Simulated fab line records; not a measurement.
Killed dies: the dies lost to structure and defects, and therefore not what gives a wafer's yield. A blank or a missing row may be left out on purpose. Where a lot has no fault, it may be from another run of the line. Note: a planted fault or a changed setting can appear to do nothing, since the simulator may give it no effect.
Chamber matching    flow n5Finfet    3 sister chambers for N5_BEOL_M0_SAQP_PECVD_03 on pecvd-01
The step deposits SiCN from 3MS/NH3, target thk 12 nm, time 21.1 s. 6 wafers are shown with their chamber, then 10 later ones without.

== EACH WAFER AND ITS CHAMBER ==
wafer   chamber  throttleValvePct (%)  showerheadPlenumPTorr (Torr)
L082.2  0        9.0                   3.662
L082.3  2        8.7                   3.664
L082.5  2        8.8                   3.671
L085.1  0        9.2                   3.668
L086.3  1        9.2                   3.654
L086.4  1        9.2                   3.660

== WAFERS WITH NO CHAMBER GIVEN ==
wafer   throttleValvePct (%)  showerheadPlenumPTorr (Torr)
L086.5  9.0                   3.661
L087.3  8.9                   3.664
L087.5  8.8                   3.664
L087.6  8.8                   3.657
L090.2  9.2                   3.660
L090.3  9.2                   3.661
L090.4  8.8                   3.672
L097.1  9.0                   3.662
L097.2  9.1                   3.671
L097.3  8.8                   3.661

== WHICH CHAMBER EACH WENT THROUGH ==
wafer   from the rows above           in truth
L086.5  can't be placed: 0 or 1 or 2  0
L087.3  can't be placed: 2 or 0 or 1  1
L087.5  2                             2
L087.6  can't be placed: 2 or 0 or 1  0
L090.2  can't be placed: 1 or 0       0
L090.3  can't be placed: 1 or 0       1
L090.4  2                             2
L097.1  can't be placed: 0 or 1 or 2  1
L097.2  can't be placed: 0 or 1       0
L097.3  can't be placed: 2 or 0       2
2 of 10 placed correctly. Not placeable from these rows: 8 (in 8, the candidates include the true chamber). Wrongly placed: 0.
How it was worked out, from the rows above alone: a wafer's distance from a chamber is the root of the sum, over the readings, of the square of ((its reading less the chamber's mean) divided by the reading's scatter). If the next closest chamber is less than 2 further off than the closest, the wafer can't be placed; otherwise it belongs to the closest. Each chamber's mean is taken over the wafers shown for it. The scatter is the square root of a quotient: the sum, over the shown wafers, of each reading's squared deviation from its chamber's mean, divided by wafers minus chambers.
